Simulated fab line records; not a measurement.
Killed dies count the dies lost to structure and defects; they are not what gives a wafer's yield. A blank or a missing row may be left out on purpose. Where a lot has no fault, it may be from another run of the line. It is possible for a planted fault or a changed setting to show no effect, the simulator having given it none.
fab line records	flow nand_harc
record: lots: 13	wafers: 39	last_day: 32
route steps=1302 shown A_STAIRCASE@841 END@1302
lots untouched by any fault: they come from a run of this same line in which no faults occurred
start_h: hours from the record's opening day to when the first of the lot's shown wafers began	wait_h: hours elapsed since this lot's preceding step	" unchanged from the row above	L1.1+2: one row covering several wafers at once	- no value, or no start given	* or withheld: withheld	< > ~ a bound
route shown NAME@n: a module of which the file shows steps, and the number in the route of the first	usual: mean/standard deviation taken from wafers without a fault	same: alike in all rows	chamber/n: place in a boat	sites: each site's reading	_std_site: how widely they spread, as a standard deviation	_edge_site: the outer-site mean with the inner-site mean subtracted	radius_mm: how far each site lies from the wafer's centre	mask NAME#n: copy n	behind: the last tool/chamber to shape the wafer	hold: why the lot was held/for how many hours/how that ended	device: whichever transistor did not switch (one of n, p or np)	end of line: at the end of the route, the tests of the same wafers	where a step has no rows: the recipe by itself	killed: dies that structure and defects cost at the first sort, which is not the same as the wafer's yield	map: per-die view of a wafer (x killed, . not killed, _ where there is no die)
set.NAME: the setting that was run; set.NAME@STEP: the one run at that earlier step	model.NAME: the simulator's own value behind a step, which no gauge read
steps of the route over a sample of lots; a table a step, a row a wafer
services: when a tool's chamber went out of use (start_h, in hours from the record's first day, below 0 if earlier), for how many hours, and the reason
== steps ==
step: NHARC_A_STAIRCASE_ALD_415
recipe: target_thk_a: 300	pulse_time_s: 6	ald_cycles: 300	temp_c: 300	material: SiO2
usual: heater_power_w: 449/56	precursor_pulse_height_rel: 1.000/0.022
lot.wafer	tool	chamber	start_h	wait_h	heater_power_w	precursor_pulse_height_rel
L120.1	ald_hk-03	2	389.98	0.1	377	1.001
L120.2	"	1	"	"	458	0.953
L120.5	"	3	"	"	456	1.030
L119.4	ald_hk-04	0	397.69	0.1	403	1.002
L119.1	"	3	"	"	552	1.013
L119.6	"	0	"	"	408	1.000
L124.2	ald_hk-04	0	427.89	0.3	396	0.990
L124.1	"	2	"	"	434	0.987
L124.6	"	0	"	"	400	0.985
L123.3	ald_hk-03	1	433.23	0.5	452	0.990
L123.1	"	2	"	"	393	0.999
L123.6	"	0	"	"	470	1.048
L125.2	ald_hk-01	1	455.73	0.1	396	1.014
L125.4	"	2	"	"	398	0.999
L125.3	"	3	"	"	404	1.017
L126.4	ald_hk-03	2	457.91	0.1	389	0.968
L126.2	"	3	"	"	447	1.016
L126.3	"	0	"	"	486	1.022
L127.3	ald_hk-03	0	474.11	0.3	480	1.018
L127.5	"	3	"	"	451	0.988
L127.6	"	0	"	"	473	0.990
L128.4	ald_hk-03	3	482.50	0.4	464	1.044
L128.1	"	1	"	"	455	0.993
L128.2	"	2	"	"	386	0.999
L129.3	ald_hk-03	1	491.47	0.3	448	0.966
L129.1	"	2	"	"	392	0.966
L129.5	"	1	"	"	465	1.018
L130.1	ald_hk-04	3	498.86	0.1	514	1.004
L130.2	"	0	"	"	386	0.988
L130.3	"	1	"	"	444	0.983
L131.2	ald_hk-03	1	500.50	0.1	448	0.972
L131.1	"	0	"	"	491	1.035
L131.6	"	1	"	"	444	1.026
L133.3	ald_hk-01	1	527.43	1.0	388	0.977
L133.4	"	2	"	"	402	1.019
L133.6	"	0	"	"	609	0.968
L139.4	ald_hk-03	1	586.39	0.1	466	1.040
L139.2	"	2	"	"	382	0.984
L139.5	"	2	"	"	375	1.000
step: NHARC_A_STAIRCASE_ETCHBACK_416
recipe: target_depth_a: 360	time_s: 7.2	c4f8_flow_sccm: withheld	o2_flow_sccm: 8	ar_flow_sccm: withheld	rf_w: 600	bias_w: 800	chemistry: C4F8/O2/Ar
usual: oes_product_au: 0.930/0.024	rf_vpp_V: 725/4.9
same: time_s: 7.2
lot.wafer	tool	chamber	start_h	wait_h	oes_product_au	rf_hours_counter_h	rf_vpp_V
L120.2	rie_diel-06	2	-	-	0.914	25	721
L120.1	"	1	"	"	0.929	26	730
L120.5	"	2	"	"	0.913	-	721
L119.1	rie_diel-09	2	-	-	0.927	21	717
L119.4	"	3	"	"	0.908	23	722
L119.6	"	3	"	"	0.919	-	721
L124.2	rie_diel-13	2	-	-	0.995	24	727
L124.1	"	0	"	"	0.993	31	726
L124.6	"	3	"	"	0.980	-	729
L123.1	rie_diel-06	3	-	-	0.899	33	716
L123.3	"	0	"	"	0.929	35	719
L123.6	"	0	"	"	0.930	-	720
L125.2	rie_diel-13	3	-	-	0.920	39	732
L125.4	"	1	"	"	0.922	30	725
L125.3	"	2	"	"	0.907	33	727
L126.2	rie_diel-06	1	-	-	0.941	44	732
L126.3	"	2	"	"	0.934	47	720
L126.4	"	3	"	"	0.898	44	716
L127.3	rie_diel-09	0	-	-	0.920	42	730
L127.6	"	3	"	"	0.925	-	721
L127.5	"	0	"	"	0.931	-	730
L128.2	rie_diel-13	2	-	-	0.913	42	726
L128.1	"	1	"	"	0.935	39	726
L128.4	"	2	"	"	0.916	-	726
L129.1	rie_diel-13	0	-	-	0.922	53	727
L129.3	"	1	"	"	0.930	41	726
L129.5	"	3	"	"	0.912	-	730
L130.2	rie_diel-13	0	-	-	0.916	56	725
L130.3	"	1	"	"	0.931	45	726
L130.1	"	2	"	"	0.920	49	728
L131.1	rie_diel-13	3	-	-	0.914	45	731
L131.2	"	2	"	"	0.917	49	728
L131.6	"	3	"	"	0.913	-	730
L133.4	rie_diel-13	1	529.99	1.6	1.010	0	726
L133.3	"	3	"	"	0.984	0	730
L133.6	"	1	"	"	1.001	-	728
L139.4	rie_diel-09	3	-	-	0.928	27	721
L139.2	"	0	"	"	0.914	31	729
L139.5	"	3	"	"	0.923	-	722
step: NHARC_A_STAIRCASE_DEP_322
recipe: target_thk_a: 72000	temp_c: 400	target_thk_nm: 7200	teos_flow_sccm: 200	rf_w: 500	material: SiO2
usual: heater_power_w: 629/82	rf_fwd_power_W: 499.6/1.7
lot.wafer	tool	chamber	start_h	wait_h	heater_power_w	rf_fwd_power_W
L120.2	pecvd-03	1	410.99	0.2	765	499.4
L120.1	"	2	"	"	799	499.4
L120.5	"	0	"	"	566	501.0
L119.1	pecvd-02	1	423.47	0.2	667	497.9
L119.4	"	0	"	"	612	496.8
L119.6	"	2	"	"	474	500.6
L124.2	pecvd-01	1	448.04	0.1	701	502.2
L124.1	"	0	"	"	769	498.6
L124.6	"	0	"	"	638	496.3
L123.3	pecvd-02	2	458.31	0.1	556	500.2
L123.1	"	1	"	"	643	500.7
L123.6	"	0	"	"	615	496.6
L125.3	pecvd-02	1	477.01	0.1	705	501.7
L125.2	"	2	"	"	608	496.2
L125.4	"	0	"	"	616	499.1
L126.3	pecvd-01	0	477.02	0.1	735	501.6
L126.2	"	1	"	"	728	499.9
L126.4	"	1	"	"	563	499.5
L127.3	pecvd-02	1	494.71	0.1	738	498.8
L127.5	"	1	"	"	598	500.0
L127.6	"	0	"	"	620	497.1
L128.1	pecvd-03	1	504.90	0.1	780	498.0
L128.2	"	2	"	"	668	501.8
L128.4	"	2	"	"	650	499.4
L129.1	pecvd-02	2	512.36	0.2	574	500.8
L129.3	"	0	"	"	700	499.8
L129.5	"	2	"	"	459	501.0
L130.2	pecvd-01	2	519.13	0.1	723	499.5
L130.1	"	0	"	"	729	501.4
L130.3	"	1	"	"	691	498.5
L131.1	pecvd-02	1	519.22	0.2	652	501.6
L131.2	"	2	"	"	547	501.6
L131.6	"	0	"	"	606	497.8
L133.3	pecvd-01	1	547.92	0.1	716	498.2
L133.4	"	1	"	"	590	496.1
L133.6	"	2	"	"	624	499.3
L139.2	pecvd-01	0	609.73	0.1	692	497.1
L139.4	"	0	"	"	642	496.0
L139.5	"	1	"	"	611	499.4
step: NHARC_A_STAIRCASE_DEP_325
recipe: target_thk_a: 72000	temp_c: 400	target_thk_nm: 7200	teos_flow_sccm: 200	rf_w: 500	material: SiO2
usual: heater_power_w: 644/77	rf_fwd_power_W: 499.3/1.4
lot.wafer	tool	chamber	start_h	wait_h	heater_power_w	rf_fwd_power_W
L120.2	pecvd-03	0	419.13	0.2	689	499.6
L120.1	"	1	"	"	720	501.2
L120.5	"	0	"	"	576	498.9
L119.1	pecvd-02	2	432.29	0.3	538	498.0
L119.6	"	1	"	"	594	500.3
L119.4	"	2	"	"	462	500.1
L124.2	pecvd-01	2	458.05	0.2	753	502.1
L124.1	"	0	"	"	757	501.0
L124.6	"	0	"	"	615	499.1
L123.1	pecvd-01	2	469.04	0.2	752	500.1
L123.3	"	1	"	"	646	498.1
L123.6	"	2	"	"	605	499.5
L125.3	pecvd-01	2	484.99	0.2	737	497.9
L125.2	"	0	"	"	750	498.0
L125.4	"	2	"	"	601	498.6
L126.3	pecvd-02	0	484.99	0.2	662	496.8
L126.2	"	1	"	"	694	502.4
L126.4	"	0	"	"	627	498.1
L127.3	pecvd-01	0	502.45	0.1	749	498.8
L127.6	"	0	"	"	627	499.8
L127.5	"	1	"	"	587	499.5
L128.1	pecvd-02	0	512.93	0.1	739	498.1
L128.2	"	2	"	"	584	499.3
L128.4	"	1	"	"	598	499.0
L129.3	pecvd-03	1	519.58	0.1	755	499.2
L129.1	"	0	"	"	643	499.5
L129.5	"	2	"	"	654	498.3
L131.2	pecvd-02	2	527.49	0.1	533	500.6
L131.1	"	0	"	"	657	499.6
L131.6	"	0	"	"	612	501.4
L130.2	pecvd-01	1	527.49	0.1	729	499.6
L130.1	"	2	"	"	721	500.1
L130.3	"	0	"	"	738	496.8
L133.3	pecvd-02	0	557.21	0.4	728	436.1
L133.6	"	1	"	"	609	500.4
L133.4	"	2	"	"	466	495.6
L139.2	pecvd-01	0	619.61	0.3	720	497.1
L139.5	"	1	"	"	622	500.1
L139.4	"	2	"	"	574	500.7
step: NHARC_END_SORT_01
recipe: temp_c: 25
usual: killed_at_array: 45/18	killed_at_other: 0.9/1.3	killed_at_periphery: 3.7/2.2	killed_dies: 50/18	killed_open: 3.2/1.9	killed_short: 2.4/1.6
same: gross_dies: 677
lot.wafer	tool	chamber	start_h	wait_h	killed_at_array	killed_at_other	killed_at_periphery	killed_dies	killed_open	killed_short
L119.1	prober-02	0	572.63	2.5	44	0	9	53	2	4
L119.4	prober-02	0	575.06	3.4	66	2	4	72	3	2
L119.6	prober-02	0	576.67	4.0	57	2	4	63	1	3
L127.3	prober-02	0	641.37	3.1	31	0	6	37	6	1
L127.5	prober-02	0	642.97	3.7	42	2	2	46	5	3
L127.6	prober-02	0	643.78	4.0	68	0	2	70	1	3
L130.1	prober-02	0	676.52	2.5	73	0	7	80	2	2
L130.2	prober-02	0	677.31	2.8	42	0	2	44	0	2
L130.3	prober-02	0	678.10	3.1	66	0	5	71	1	3
L125.2	prober-02	0	693.55	2.8	47	0	2	49	3	1
L125.3	prober-02	0	694.35	3.1	57	1	2	60	2	3
L125.4	prober-02	0	695.16	3.4	50	5	9	64	4	2
L133.3	prober-01	0	694.31	3.1	54	1	3	58	0	3
L133.4	prober-01	0	695.10	3.4	30	0	5	35	2	0
L133.6	prober-01	0	696.68	4.0	65	0	5	70	2	4
L139.2	prober-01	0	763.07	2.8	19	1	3	23	2	3
L139.4	prober-01	0	764.69	3.4	21	1	2	24	2	2
L139.5	prober-01	0	765.49	3.7	24	2	3	29	4	4
killed by level:class
L119.1 A_SLIT:chamber_film_flake=20 A_CHANNEL_HOLE_D1:chamber_film_flake=10 P_GATE:chamber_film_flake=8 A_CHANNEL_HOLE_D2:chamber_film_flake=5 P_M1:geometric_particle:short=1 A_CHANNEL_FILL_D1:geometric_particle:open=1 A_ONON_D2:geometric_particle:open=1 A_ONON_D2:geometric_particle:short=1
L119.4 A_CHANNEL_HOLE_D1:chamber_film_flake=28 A_SLIT:chamber_film_flake=22 A_CONTACT:unspecified=3 A_CONTACT:chamber_film_flake=3 A_ONON_D2:geometric_particle:open=2 A_CHANNEL_FILL_D1:chamber_film_flake=2 A_CHANNEL_HOLE_D2:chamber_film_flake=2 THIN_TSV:chamber_film_flake=2
L119.6 A_CHANNEL_HOLE_D1:chamber_film_flake=29 A_SLIT:chamber_film_flake=11 A_CHANNEL_HOLE_D2:chamber_film_flake=6 A_CONTACT:chamber_film_flake=4 A_WL_FILL:geometric_particle:short=2 P_GATE:chamber_film_flake=2 A_CHANNEL_FILL_D1:chamber_film_flake=2 THIN_TSV:chamber_film_flake=2
L127.3 A_CHANNEL_HOLE_D1:chamber_film_flake=16 A_CHANNEL_HOLE_D2:chamber_film_flake=4 A_STAIRCASE:chamber_film_flake=4 A_CONTACT:chamber_film_flake=3 P_CONTACT:geometric_particle:open=2 P_M0:geometric_particle:open=2 A_CHANNEL_FILL_D1:geometric_particle:short=1 A_CONTACT:geometric_particle:open=1
L127.5 A_CHANNEL_HOLE_D1:chamber_film_flake=16 A_CONTACT:chamber_film_flake=10 A_CHANNEL_HOLE_D2:chamber_film_flake=5 A_STAIRCASE:chamber_film_flake=2 THIN_TSV:chamber_film_flake=2 P_CONTACT:geometric_particle:short=1 A_ONON_D1:geometric_particle:open=1 A_DECK1_JOINT:geometric_particle:open=1
L127.6 A_CHANNEL_HOLE_D1:chamber_film_flake=41 A_CHANNEL_HOLE_D2:chamber_film_flake=16 A_CONTACT:chamber_film_flake=4 A_WL_FILL:chamber_film_flake=2 A_CHANNEL_FILL_D1:geometric_particle:short=1 A_DECK1_JOINT:geometric_particle:short=1 A_WL_FILL:geometric_particle:open=1 A_WL_FILL:geometric_particle:short=1
L130.1 A_CHANNEL_HOLE_D1:chamber_film_flake=32 A_SLIT:chamber_film_flake=31 P_GATE:chamber_film_flake=4 P_ZERO_WELL:chamber_film_flake=2 A_CHANNEL_HOLE_D2:chamber_film_flake=2 A_STAIRCASE:chamber_film_flake=2 P_M0:geometric_particle:open=1 A_CHANNEL_HOLE_D1:geometric_particle:short=1
L130.2 A_CHANNEL_HOLE_D1:chamber_film_flake=16 A_SLIT:chamber_film_flake=16 A_CONTACT:chamber_film_flake=3 A_STAIRCASE:chamber_film_flake=2 A_ONON_D1:geometric_particle:short=1 A_SGD_CUT:geometric_particle:short=1 P_GATE:chamber_film_flake=1 P_M0:chamber_film_flake=1
L130.3 A_SLIT:chamber_film_flake=34 A_CHANNEL_HOLE_D1:chamber_film_flake=17 A_CONTACT:chamber_film_flake=5 A_STAIRCASE:chamber_film_flake=4 P_ZERO_WELL:chamber_film_flake=2 P_GATE:chamber_film_flake=2 A_DECK1_JOINT:chamber_film_flake=2 A_CHANNEL_FILL_D1:geometric_particle:short=1
L125.2 A_CHANNEL_HOLE_D1:chamber_film_flake=18 A_CHANNEL_HOLE_D2:chamber_film_flake=13 A_CONTACT:chamber_film_flake=5 A_CHANNEL_HOLE_D1:geometric_particle:open=2 P_M2:chamber_film_flake=2 A_DECK1_JOINT:chamber_film_flake=2 A_STAIRCASE:chamber_film_flake=2 A_BLC:chamber_film_flake=2
L133.3 A_SLIT:chamber_film_flake=30 A_CHANNEL_HOLE_D1:chamber_film_flake=10 A_WL_FILL:chamber_film_flake=3 P_BONDPAD:chamber_film_flake=2 A_ZERO_WELL:chamber_film_flake=2 A_CHANNEL_HOLE_D2:chamber_film_flake=2 A_STAIRCASE:chamber_film_flake=2 A_CHANNEL_FILL_D2:geometric_particle:short=1
L125.3 A_CHANNEL_HOLE_D1:chamber_film_flake=32 A_CHANNEL_HOLE_D2:chamber_film_flake=8 A_CONTACT:chamber_film_flake=4 A_ONON_D1:geometric_particle:short=2 A_DECK1_JOINT:chamber_film_flake=2 A_STAIRCASE:chamber_film_flake=2 A_SLIT:chamber_film_flake=2 A_WL_FILL:chamber_film_flake=2
L133.4 A_SLIT:chamber_film_flake=15 A_CHANNEL_HOLE_D1:chamber_film_flake=4 P_BONDPAD:chamber_film_flake=2 A_ZERO_WELL:chamber_film_flake=2 A_CHANNEL_HOLE_D2:chamber_film_flake=2 A_WL_FILL:chamber_film_flake=2 A_BLC:chamber_film_flake=2 P_CONTACT:geometric_particle:open=1
L125.4 A_CHANNEL_HOLE_D2:chamber_film_flake=22 A_CHANNEL_HOLE_D1:chamber_film_flake=16 P_M2:chamber_film_flake=7 A_CONTACT:chamber_film_flake=3 A_STAIRCASE:chamber_film_flake=2 THIN_TSV:chamber_film_flake=2 HYBRID_BOND:chamber_film_flake=2 P_GATE:geometric_particle:open=1
L133.6 A_SLIT:chamber_film_flake=36 A_STAIRCASE:chamber_film_flake=8 A_CHANNEL_HOLE_D1:chamber_film_flake=7 P_BONDPAD:chamber_film_flake=3 A_CONTACT:chamber_film_flake=3 A_WL_FILL:geometric_particle:short=2 A_WL_FILL:chamber_film_flake=2 P_CONTACT:geometric_particle:open=1
L139.2 A_SLIT:chamber_film_flake=7 A_CONTACT:chamber_film_flake=5 P_M2:geometric_particle:open=2 A_CHANNEL_HOLE_D1:unspecified=2 A_CHANNEL_HOLE_D1:geometric_particle:short=1 A_CHANNEL_FILL_D2:geometric_particle:short=1 A_SGD_CUT:geometric_particle:short=1 P_GATE:chamber_film_flake=1
L139.4 A_SLIT:chamber_film_flake=8 A_WL_FILL:chamber_film_flake=3 A_DECK1_JOINT:chamber_film_flake=2 A_CHANNEL_HOLE_D2:chamber_film_flake=2 P_GATE:geometric_particle:open=1 A_CHANNEL_FILL_D1:geometric_particle:short=1 A_CHANNEL_HOLE_D2:geometric_particle:open=1 A_M0:geometric_particle:short=1
L139.5 A_SLIT:chamber_film_flake=7 A_CHANNEL_HOLE_D1:unspecified=3 A_CHANNEL_HOLE_D2:chamber_film_flake=3 A_CONTACT:chamber_film_flake=3 A_CHANNEL_FILL_D1:geometric_particle:short=2 THIN_TSV:chamber_film_flake=2 P_GATE:geometric_particle:open=1 P_CONTACT:geometric_particle:open=1
== services ==
tool	chamber	start_h	hours	kind
pecvd-03	-	366.24	13.0	pm
pecvd-01	-	370.67	13.0	pm
pecvd-01	0	370.67	13.0	vent_cycle
pecvd-01	1	370.67	13.0	vent_cycle
pecvd-02	-	377.74	1.3	repair
ald_hk-03	-	392.68	10.0	pm
rie_diel-13	1	398.19	8.2	repair
rie_diel-09	-	404.02	6.5	repair
pecvd-02	-	408.13	13.0	pm
rie_diel-09	-	428.20	1.1	repair
pecvd-03	-	430.47	0.7	repair
rie_diel-06	2	455.09	1.5	repair
ald_hk-01	-	475.45	10.0	pm
rie_diel-06	-	484.20	9.0	pm
rie_diel-09	-	497.48	9.0	pm
rie_diel-06	2	504.75	2.4	repair
rie_diel-09	-	507.54	1.2	repair
rie_diel-09	1	514.45	2.4	repair
rie_diel-13	-	520.67	9.0	pm
pecvd-03	-	547.24	13.0	pm
pecvd-01	-	551.67	13.0	pm
ald_hk-03	-	572.04	10.0	pm
pecvd-02	-	589.13	13.0	pm
pecvd-01	2	591.15	2.3	repair
== key ==
first_sign: step: NHARC_A_STAIRCASE_DEP_325	reading: rf_fwd_power_W	direction: down	sigmas: 45	usual: *	struck: *
effect none on later readings
met_at NHARC_A_STAIRCASE_DEP_325
struck_lots L133
struck_wafers L133.3
tester_left_out L133
not_acting_at NHARC_A_STAIRCASE_ALD_415,NHARC_A_STAIRCASE_ETCHBACK_416,NHARC_A_STAIRCASE_DEP_322
fault: kind: process_parameter_drift	tool: pecvd-02	chamber: 0	onset_h: 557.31	steps: NHARC_A_STAIRCASE_DEP_325	channel: rf_w	offset: *	shape: step	end_h: 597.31	acts_in: *	stated: *
tester_left_out: of these lots the tester's yield and bins aren't shown, on N5 and GAA mostly nor the transistor test; their killed dies are dies lost to structure and defects alone, not to doping, threshold or leakage, so they don't give the yield
